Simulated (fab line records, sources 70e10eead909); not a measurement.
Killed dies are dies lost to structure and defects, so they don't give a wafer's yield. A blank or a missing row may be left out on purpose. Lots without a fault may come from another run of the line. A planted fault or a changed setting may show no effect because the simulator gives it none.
Which tool did it? | flow nand_harc | 12 lots, 36 wafers sampled, at 6 steps of a route of 1159

WHAT THE GAUGES READ, wafer by wafer
NHARC_P_GATE_CD_MEAS_33. Usual: cd_nm 120.4 nm, standard deviation 2.7.
lot  | measured     | on        | cd_nm (nm)        | flag
L327 | day 4 23:23  | cd_sem-02 | 120.7 120.3 121.6 |
L326 | day 5 00:24  | cd_sem-03 | 124.6 117.6 123.1 |
L331 | day 5 21:22  | cd_sem-01 | 119.9 122.3 122.6 |
L332 | day 6 06:47  | cd_sem-03 | 118.6 119.8 119.0 |
L333 | day 6 21:36  | cd_sem-01 | 125.8 123.9 121.7 |
L335 | day 6 22:19  | cd_sem-01 | 119.8 119.6 120.0 |
L334 | day 6 22:40  | cd_sem-02 | 120.6 123.7 122.7 |
L337 | day 7 22:05  | cd_sem-02 | 116.6 119.7 116.3 |
L340 | day 8 16:41  | cd_sem-02 | 123.2 119.7 118.5 |
L347 | day 9 19:58  | cd_sem-02 | 125.5 120.3 122.9 |
L348 | day 10 11:41 | cd_sem-01 | 119.2 124.0 122.2 |
L349 | day 10 12:14 | cd_sem-03 | 119.8 118.8 120.7 |

NHARC_P_GATE_CD_MEAS_91: target cd 2000 nm. Usual: cd_nm 2000.5 nm, standard deviation 1.4.
lot  | measured     | on        | cd_nm (nm)           | flag
L327 | day 5 14:24  | cd_sem-03 | 2001.2 1999.1 2000.6 |
L326 | day 5 15:20  | cd_sem-01 | 2001.6 2002.9 2000.9 |
L331 | day 6 11:49  | cd_sem-01 | 2001.3 1999.7 2001.1 |
L332 | day 6 21:10  | cd_sem-02 | 2000.2 2002.3 2001.5 |
L333 | day 7 12:22  | cd_sem-02 | 2001.3 2000.2 1999.4 |
L335 | day 7 12:50  | cd_sem-03 | 2000.4 1999.8 2002.4 |
L334 | day 7 13:28  | cd_sem-02 | 2000.6 2001.9 1999.5 |
L337 | day 8 12:28  | cd_sem-01 | 1975.5 1975.2 1974.5 | OFF
L340 | day 9 07:19  | cd_sem-03 | 2001.2 1998.9 1999.0 |
L347 | day 10 10:26 | cd_sem-02 | 2001.7 1999.6 1998.2 |
L348 | day 11 02:11 | cd_sem-01 | 1998.6 1999.2 1997.7 |
L349 | day 11 02:38 | cd_sem-03 | 2002.0 2003.4 2002.3 |

NHARC_END_SORT_01. Usual: killed_at_array 28, standard deviation 11; killed_at_other 0.6, standard deviation 0.85; killed_at_periphery 2.8, standard deviation 2.3; killed_dies 31, standard deviation 11; killed_open 3.1, standard deviation 1.6; killed_short 2.0, standard deviation 1.4.
lot  | measured     | on        | killed_at_array | killed_at_other | killed_at_periphery | killed_dies | killed_open | killed_short | flag
L333 | day 20 19:49 | prober-01 | 27 16 21        | 1 1 1           | 2 2 0               | 30 19 22    | 6 1 4       | 1 7 3        |
L335 | day 21 10:28 | prober-02 | 14 16 15        | 0 2 0           | 5 5 5               | 19 23 20    | 9 7 3       | 3 4 3        |
L337 | day 22 11:33 | prober-02 | 24 43 33        | 0 0 0           | 3 1 1               | 27 44 34    | 1 4 3       | 2 6 2        |
L347 | day 25 04:41 | prober-01 | 50 50 49        | 0 1 1           | 4 3 0               | 54 54 50    | 3 3 1       | 1 3 1        |

WHICH TOOL RAN EACH LOT (tool, then ch and the chambers of the sampled wafers, then the start)
lot  | NHARC_P_GATE_STRIP_101            | NHARC_P_GATE_STRIP_112               | NHARC_P_GATE_EXPOSE_88
L327 | rie_diel-01 ch 0,1,2, day 5 09:29 | plasma_asher-02 ch 0,1, day 5 13:13  | krf_scanner-02 ch 0, day 5 14:14
L326 | rie_diel-01 ch 0,1,3, day 5 10:25 | plasma_asher-02 ch 0,1, day 5 14:13  | krf_scanner-02 ch 0, day 5 15:11
L331 | rie_diel-01 ch 0,1,2, day 6 07:23 | plasma_asher-01 ch 1, day 6 10:38    | krf_scanner-03 ch 0, day 6 11:39
L332 | rie_diel-07 ch 1,2, day 6 16:52   | plasma_asher-02 ch 0,1, day 6 20:14  | krf_scanner-03 ch 0, day 6 21:01
L333 | rie_diel-08 ch 1,2,3, day 7 07:46 | plasma_asher-02 ch 0,1, day 7 11:23  | krf_scanner-03 ch 0, day 7 12:13
L335 | rie_diel-07 ch 1,3, day 7 08:27   | plasma_asher-01 ch 0,1, day 7 11:39  | krf_scanner-04 ch 0, day 7 12:40
L334 | rie_diel-07 ch 0,2,3, day 7 08:44 | plasma_asher-02 ch 0,1, day 7 12:19  | krf_scanner-03 ch 0, day 7 13:19
L337 | rie_diel-01 ch 0,1,3, day 8 08:05 | plasma_asher-01 ch 0,1, day 8 11:17  | krf_scanner-04 ch 0, day 8 12:18
L340 | rie_diel-01 ch 1,3, day 9 02:44   | plasma_asher-02 ch 1, day 9 06:06    | krf_scanner-03 ch 0, day 9 07:10
L347 | rie_diel-07 ch 0,2, day 10 06:03  | plasma_asher-02 ch 0,1, day 10 09:18 | krf_scanner-02 ch 0, day 10 10:17
L348 | rie_diel-08 ch 1,3, day 10 21:46  | plasma_asher-01 ch 1, day 11 01:02   | krf_scanner-04 ch 0, day 11 02:01
L349 | rie_diel-08 ch 0,2, day 10 22:21  | plasma_asher-02 ch 0,1, day 11 01:34 | krf_scanner-04 ch 0, day 11 02:28
- NHARC_P_GATE_STRIP_101: strips in O2, time 20 s.
- NHARC_P_GATE_STRIP_112: strips in N2/H2, time 200 s.
- NHARC_P_GATE_EXPOSE_88: exposes mask P HVN, target cd 2000 nm.

WHAT THE TOOLS THEMSELVES READ (means of the sampled wafers that have a number; where no wafer has one, the mark that the record gives instead)
NHARC_P_GATE_STRIP_101. Usual: drypump_motor_current_A 5.7 A, standard deviation 0.42; oes_product_au 0.996 a.u., standard deviation 0.0093; rf_vpp_V 58.0 V, standard deviation 0.99; showerhead_plenum_p_Torr 3.55 Torr, standard deviation 0.15; throttle_valve_pct 17.037 %, standard deviation 0.0085.
lot  | tool        | drypump_motor_current_A (A) | oes_product_au (a.u.) | rf_vpp_V (V) | showerhead_plenum_p_Torr (Torr) | throttle_valve_pct (%) | flag
L327 | rie_diel-01 | 5.7                         | 1.005                 | 58.3         | 3.46                            | 17.041                 |
L326 | rie_diel-01 | 5.5                         | 0.999                 | 57.9         | 3.50                            | 17.035                 |
L331 | rie_diel-01 | 5.7                         | 1.005                 | 57.5         | 3.46                            | 17.034                 |
L332 | rie_diel-07 | 5.4                         | 0.992                 | 58.3         | 3.65                            | 17.033                 |
L333 | rie_diel-08 | 5.6                         | 1.001                 | 57.5         | 3.48                            | 17.042                 |
L335 | rie_diel-07 | 5.9                         | 0.987                 | 58.6         | 3.73                            | 17.035                 |
L334 | rie_diel-07 | 6.0                         | 0.990                 | 57.7         | 3.50                            | 17.037                 |
L337 | rie_diel-01 | 5.6                         | 0.998                 | 58.3         | 3.66                            | 17.037                 |
L340 | rie_diel-01 | 5.5                         | 1.005                 | 57.4         | 3.58                            | 17.046                 |
L347 | rie_diel-07 | 5.6                         | 0.999                 | 58.5         | 3.40                            | 17.039                 |
L348 | rie_diel-08 | 5.7                         | 0.991                 | 57.3         | 3.59                            | 17.034                 |
L349 | rie_diel-08 | 5.6                         | 0.994                 | 58.0         | 3.50                            | 17.041                 |

NHARC_P_GATE_STRIP_112. Usual: drypump_motor_current_A 5.5 A, standard deviation 0.42; heater_power_w 101 W, standard deviation 7.9; temp_c 109.97 C, standard deviation 0.13.
lot  | tool            | drypump_motor_current_A (A) | heater_power_w (W) | temp_c (C) | flag
L327 | plasma_asher-02 | 5.6                         | 107                | 109.92     |
L326 | plasma_asher-02 | 5.5                         | 107                | 110.06     |
L331 | plasma_asher-01 | 5.1                         | 89                 | 109.97     |
L332 | plasma_asher-02 | 5.5                         | 107                | 109.87     |
L333 | plasma_asher-02 | 5.5                         | 107                | 109.93     |
L335 | plasma_asher-01 | 5.2                         | 98                 | 110.02     |
L334 | plasma_asher-02 | 5.5                         | 108                | 109.90     |
L337 | plasma_asher-01 | 5.2                         | 94                 | 109.99     |
L340 | plasma_asher-02 | 5.2                         | 114                | 110.02     |
L347 | plasma_asher-02 | 5.5                         | 107                | 110.09     |
L348 | plasma_asher-01 | 5.1                         | 90                 | 109.96     |
L349 | plasma_asher-02 | 5.5                         | 108                | 109.97     |

THE ANSWER, worked out from the rows above alone
Rule: a lot is off if the mean of its wafers that have a number lies more than 3 standard deviations from the usual mean. A lot without any number at a reading at which 4 lots or more have one is off too. The other lots that the step has rows for count as sound. The gauges are gone through in route order, then the tools' own readings, and for those a lot's mean is taken as printed above. The first step at which some lot is off is used, and at that step the reading that is off furthest; a lot without a number counts as furthest.
Off: L337, at NHARC_P_GATE_CD_MEAS_91 (cd_nm).
A tool fits if, at a process step before that reading, it ran every lot that is off, and no sound lot after the first of them. The gauges at NHARC_P_GATE_CD_MEAS_91 are tried like those tools. None of those tried fits.

WHAT THE SIMULATOR HAD PUT IN
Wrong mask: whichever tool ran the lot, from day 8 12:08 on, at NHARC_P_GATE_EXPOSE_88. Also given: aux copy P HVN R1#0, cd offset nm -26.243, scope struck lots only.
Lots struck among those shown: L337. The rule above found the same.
